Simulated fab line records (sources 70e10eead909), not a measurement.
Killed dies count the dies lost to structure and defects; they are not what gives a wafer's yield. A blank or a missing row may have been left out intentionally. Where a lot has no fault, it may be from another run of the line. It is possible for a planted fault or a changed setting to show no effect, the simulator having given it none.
Check for tools in common :: flow nand_harc :: Sampled: 13 lots, 39 wafers

WHY IT WAS OPENED
Flagged at NHARC_A_ONON_D1_THK_MEAS_14: reading thk_nm, on 2 of 13 lots. Wafers without a fault read 1002 nm, standard deviation 9.5.
Rule: a lot gets a flag if all its wafers with a number sit over 4 standard deviations from that mean, or if no wafer of it has a number. The rest of the lots are taken to be sound.

lot: L854
measured: day 8 07:23
on: film_metro-02
thk_nm (nm), wafer by wafer: 1002 1002 1001
flag: 

lot: L851
measured: day 8 07:28
on: film_metro-02
thk_nm (nm), wafer by wafer: 1012 1011 1009
flag: 

lot: L855
measured: day 8 22:23
on: film_metro-01
thk_nm (nm), wafer by wafer: 1006 1005 1005
flag: 

lot: L858
measured: day 9 12:07
on: film_metro-01
thk_nm (nm), wafer by wafer: 1003 1003 1003
flag: 

lot: L860
measured: day 9 15:34
on: film_metro-02
thk_nm (nm), wafer by wafer: 392 391 391
flag: FLAGGED

lot: L863
measured: day 10 19:09
on: film_metro-01
thk_nm (nm), wafer by wafer: 1006 1008 1009
flag: 

lot: L861
measured: day 10 19:17
on: film_metro-01
thk_nm (nm), wafer by wafer: 380 381 379
flag: FLAGGED

lot: L864
measured: day 10 19:31
on: film_metro-01
thk_nm (nm), wafer by wafer: 1019 1017 1017
flag: 

lot: L865
measured: day 11 15:08
on: film_metro-02
thk_nm (nm), wafer by wafer: 998 998 996
flag: 

lot: L869
measured: day 12 05:10
on: film_metro-02
thk_nm (nm), wafer by wafer: 1012 1014 1014
flag: 

lot: L870
measured: day 12 17:05
on: film_metro-01
thk_nm (nm), wafer by wafer: 1000 1000 1003
flag: 

lot: L873
measured: day 13 11:00
on: film_metro-01
thk_nm (nm), wafer by wafer: 989 988 987
flag: 

lot: L872
measured: day 13 11:03
on: film_metro-01
thk_nm (nm), wafer by wafer: 998 998 998
flag: 
Average over the flagged lots: 386 nm; offset from the usual -616 nm, equal to -65 standard deviations.

LOT BY LOT: THE TOOL USED
Before the reading, the record contains 2 process steps out of a 1159-step route. In each cell: the tool, then ch and the chambers that the sampled wafers went through, then the start.
lot: L854
flag: 
NHARC_P_BONDPAD_CMP_19: cmp-03 ch 0,2,3, day 7 06:35
NHARC_A_ONON_D1_DEP_12: pecvd_onon-02 ch 0, day 8 06:52

lot: L851
flag: 
NHARC_P_BONDPAD_CMP_19: cmp-02 ch 0,1,3, day 7 04:49
NHARC_A_ONON_D1_DEP_12: pecvd_onon-04 ch 0, day 8 06:55

lot: L855
flag: 
NHARC_P_BONDPAD_CMP_19: cmp-02 ch 0,1, day 7 18:27
NHARC_A_ONON_D1_DEP_12: pecvd_onon-01 ch 0, day 8 21:53

lot: L858
flag: 
NHARC_P_BONDPAD_CMP_19: cmp-01 ch 0,1,2, day 8 10:56
NHARC_A_ONON_D1_DEP_12: pecvd_onon-02 ch 0, day 9 11:36

lot: L860
flag: FLAGGED
NHARC_P_BONDPAD_CMP_19: cmp-01 ch 0,1,3, day 8 15:44
NHARC_A_ONON_D1_DEP_12: pecvd_onon-02 ch 0, day 9 15:07

lot: L863
flag: 
NHARC_P_BONDPAD_CMP_19: cmp-03 ch 0,2, day 9 19:40
NHARC_A_ONON_D1_DEP_12: pecvd_onon-04 ch 0, day 10 18:38

lot: L861
flag: FLAGGED
NHARC_P_BONDPAD_CMP_19: cmp-02 ch 1,2,3, day 9 17:20
NHARC_A_ONON_D1_DEP_12: pecvd_onon-02 ch 0, day 10 18:47

lot: L864
flag: 
NHARC_P_BONDPAD_CMP_19: cmp-01 ch 1,3, day 9 16:46
NHARC_A_ONON_D1_DEP_12: pecvd_onon-04 ch 0, day 10 19:03

lot: L865
flag: 
NHARC_P_BONDPAD_CMP_19: cmp-03 ch 0,1, day 10 11:35
NHARC_A_ONON_D1_DEP_12: pecvd_onon-01 ch 0, day 11 14:38

lot: L869
flag: 
NHARC_P_BONDPAD_CMP_19: cmp-02 ch 0,1,3, day 11 02:34
NHARC_A_ONON_D1_DEP_12: pecvd_onon-04 ch 0, day 12 04:43

lot: L870
flag: 
NHARC_P_BONDPAD_CMP_19: cmp-01 ch 1,3, day 11 15:26
NHARC_A_ONON_D1_DEP_12: pecvd_onon-01 ch 0, day 12 16:35

lot: L873
flag: 
NHARC_P_BONDPAD_CMP_19: cmp-01 ch 2,3, day 12 09:01
NHARC_A_ONON_D1_DEP_12: pecvd_onon-04 ch 0, day 13 10:36

lot: L872
flag: 
NHARC_P_BONDPAD_CMP_19: cmp-02 ch 0,1,2, day 12 08:28
NHARC_A_ONON_D1_DEP_12: pecvd_onon-01 ch 0, day 13 10:32
What is done by these steps:
- NHARC_P_BONDPAD_CMP_19: polishes, t overpolish 30 s, cu recess touch 16 s, target thk 160.81 nm.
- NHARC_A_ONON_D1_DEP_12: target thk 1000 nm.
- NHARC_A_ONON_D1_THK_MEAS_14: measures by ellipsometry.

FLAGGED OVER TOTAL, TOOL BY TOOL (the gauges that took the reading come last)
step: NHARC_P_BONDPAD_CMP_19
tool: cmp-01
lots run: 5
flagged: 1
share of the flagged lots: some
sound lots run after its first flagged lot: 3 (L864,L870,L873)

step: NHARC_P_BONDPAD_CMP_19
tool: cmp-02
lots run: 5
flagged: 1
share of the flagged lots: some
sound lots run after its first flagged lot: 2 (L869,L872)

step: NHARC_P_BONDPAD_CMP_19
tool: cmp-03
lots run: 3
flagged: 0
share of the flagged lots: none
sound lots run after its first flagged lot: -

step: NHARC_A_ONON_D1_DEP_12
tool: pecvd_onon-01
lots run: 4
flagged: 0
share of the flagged lots: none
sound lots run after its first flagged lot: -

step: NHARC_A_ONON_D1_DEP_12
tool: pecvd_onon-02
lots run: 4
flagged: 2
share of the flagged lots: all
sound lots run after its first flagged lot: 0

step: NHARC_A_ONON_D1_DEP_12
tool: pecvd_onon-04
lots run: 5
flagged: 0
share of the flagged lots: none
sound lots run after its first flagged lot: -

step: NHARC_A_ONON_D1_THK_MEAS_14
tool: film_metro-01
lots run: 8
flagged: 1
share of the flagged lots: some
sound lots run after its first flagged lot: 4 (L864,L870,L873,L872)

step: NHARC_A_ONON_D1_THK_MEAS_14
tool: film_metro-02
lots run: 5
flagged: 1
share of the flagged lots: some
sound lots run after its first flagged lot: 2 (L865,L869)

WHAT IS ALLOWED BY THE TABLE
In the table, 1 row covers all flagged lots: pecvd_onon-02 at NHARC_A_ONON_D1_DEP_12.
- pecvd_onon-02 at NHARC_A_ONON_D1_DEP_12 ran 4 lots, 2 of them flagged. It ran its last sound lot, L858, at day 9 11:36 and its first flagged lot, L860, at day 9 15:07: a fault with its onset between the two fits.
pecvd_onon-02 at NHARC_A_ONON_D1_DEP_12 is the single tool remaining.

WHAT WAS PUT IN BY THE SIMULATOR
pecvd_onon-02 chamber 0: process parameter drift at NHARC_A_ONON_D1_DEP_12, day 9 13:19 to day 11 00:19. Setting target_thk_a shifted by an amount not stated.
Struck lots among those shown: L860, L861. The rule above found the same.
